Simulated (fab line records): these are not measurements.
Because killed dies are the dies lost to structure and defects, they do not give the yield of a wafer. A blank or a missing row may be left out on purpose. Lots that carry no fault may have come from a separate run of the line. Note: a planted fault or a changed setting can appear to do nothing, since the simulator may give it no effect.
Matching of chambers	flow n5_finfet	4 sister chambers for N5_FIN_SAQP_ALD_61 on ald_sin-01
The step deposits SiO2, target thk 4 nm, pulse time 1 s, purge time 2 s. 4 wafers are shown with their chamber, then 8 later ones without.

## WAFERS, EACH WITH ITS CHAMBER
wafer	chamber	heater_power_w (W)
L079.4	2	466
L080.1	3	568
L080.2	1	511
L091.3	0	529

## WAFERS MISSING THEIR CHAMBER
wafer	heater_power_w (W)
L091.4	474
L091.6	544
L093.1	506
L093.2	520
L093.4	479
L097.1	512
L097.5	467
L097.6	520

## WHICH CHAMBER EACH WENT THROUGH
wafer	from the rows above	in truth
L091.4	2	2
L091.6	can't be placed: 0 or 3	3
L093.1	1	1
L093.2	can't be placed: 0 or 1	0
L093.4	2	2
L097.1	can't be placed: 1 or 0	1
L097.5	2	2
L097.6	can't be placed: 0 or 1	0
Placed correctly: 4 of 8. Not placeable from these rows: 4 (in 4, the candidates include the true chamber). Placed wrongly: 0.
How it was worked out, from the rows above alone: a wafer's distance from a chamber is the root of the sum, over the readings, of the square of ((its reading less the chamber's mean) divided by the reading's scatter). The wafer belongs to the nearest chamber; if the next one is less than 2 further off, it can't be placed. A chamber's mean is the mean of its shown wafers. The scatter: with one shown wafer a chamber, the root of the mean of the squares of how far each hidden wafer lies from its nearest shown one.
